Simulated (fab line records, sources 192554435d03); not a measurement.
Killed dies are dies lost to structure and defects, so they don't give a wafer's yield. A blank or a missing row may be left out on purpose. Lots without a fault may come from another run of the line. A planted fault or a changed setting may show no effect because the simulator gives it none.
A struck lot beside a sound one | flow n5_finfet | 14 steps out of a route of 1938
Sound: wafers L806.1, L806.4, L806.5. Struck: wafers L821.2, L821.4, L821.5. The cause comes at the end.
At each step with rows: each side's tool, then ch and its chambers, then its first start. Under that, the readings that differ: sound wafers | struck wafers | difference of the means | sigmas: that difference in standard deviations of wafers without a fault.
alike: readings whose means differ by less than 2 such deviations, and words and numbers that are the same on both sides. not compared: withheld readings, readings that some wafer has no value for, bounds like >300 that may hide the same value, and numbers for which the record gives no deviation and whose values overlap.
The two part at a step that has a row with sigmas, a row that says differs or no value, or rows on one side only. Numbers that don't overlap but have no deviation are shown without sigmas and don't part them. A reading that every wafer of one side lacks parts them only if that side has two wafers or more.

N5_BEOL_M10_CURE_72: cures SiCOH lowk, time 120 s.
  sound on uv_cure-03 ch 2, day 13 02:27; struck on uv_cure-01 ch 1, day 17 06:59
  alike: lamp_power_pct, wafer_temp_C_max
then, 2 steps without rows for these wafers: N5_BEOL_M10_DEGAS_44 (time 60 s); N5_BEOL_M10_PRE_CLEAN_45 (time 30 s).
N5_BEOL_M10_ALD_74: deposits TaN, target thk 2 nm, pulse time 2 s, purge time 3 s.
  sound on ald_metal-03 ch 0,1,2, day 13 03:00; struck on ald_metal-01 ch 1,3, day 17 07:41
  alike: heater_power_w, precursor_vessel_carrier_sccm, precursor_vessel_temp_c, susceptor_temp_C
N5_BEOL_M10_SURFACE_TREAT_76:
  sound on pvd_sputter-03, day 13 03:20; struck on pvd_sputter-02, day 17 08:01
  not compared: throttle_valve_pct
then, 1 step without rows for these wafers: N5_BEOL_M10_CVD_75 (deposits Co from CCTBA/H2, target thk 2 nm, time 138.9 s).
N5_BEOL_M10_SPUTTER_48: material Cu, target thk 12 nm, time 2 s.
  sound on pvd_sputter-01, day 13 03:49; struck on pvd_sputter-01, day 17 08:17
  alike: bias_v, susceptor_temp_C, throttle_valve_pct
then, 1 step without rows for these wafers: N5_BEOL_M10_ECD_50 (material Cu, target thk 318 nm).
N5_BEOL_M10_ANNEAL_51: time 90 s.
  sound on rtp_anneal-01 ch 0, day 13 04:21; struck on rtp_anneal-02 ch 0, day 17 08:33
  alike: wafer_temp_C_max
then, 1 step without rows for these wafers: N5_BEOL_M10_CMP_52 (polishes, stops on SiCOH lowk, t overpolish 7 s, target thk 140 nm).
N5_BEOL_M10_THK_MEAS_53: measures by xrf.
  sound on film_metro-02, day 13 04:56; struck on film_metro-01, day 17 09:06
  alike: M10_THK
then, 1 step without rows for these wafers: N5_BEOL_M10_PRE_CLEAN_55 (time 15 s).
N5_BEOL_M10_DEP_56: deposits SiCN from 3MS/NH3, target thk 15 nm, time 26.5 s.
  sound on pecvd-03 ch 0,1,2, day 13 05:00; struck on pecvd-01 ch 0,1,2, day 17 09:10
  reading                                   | sound          | struck    | difference | sigmas
  model.SiCN_of_BEOL_M10_DEP_56.thk_nm (nm) | 14.6 14.8 14.8 | 7.8 8 7.8 | -6.9       |
  alike: showerhead_plenum_p_Torr, throttle_valve_pct
N5_BEOL_M10_RS_MEAS_57: measures by four-point-probe.
  sound on film_metro-01, day 13 05:04; struck on film_metro-02, day 17 09:14
  alike: M10_RS

WHERE THEY PART
Nowhere in this record.

WHY: what the simulator had put in
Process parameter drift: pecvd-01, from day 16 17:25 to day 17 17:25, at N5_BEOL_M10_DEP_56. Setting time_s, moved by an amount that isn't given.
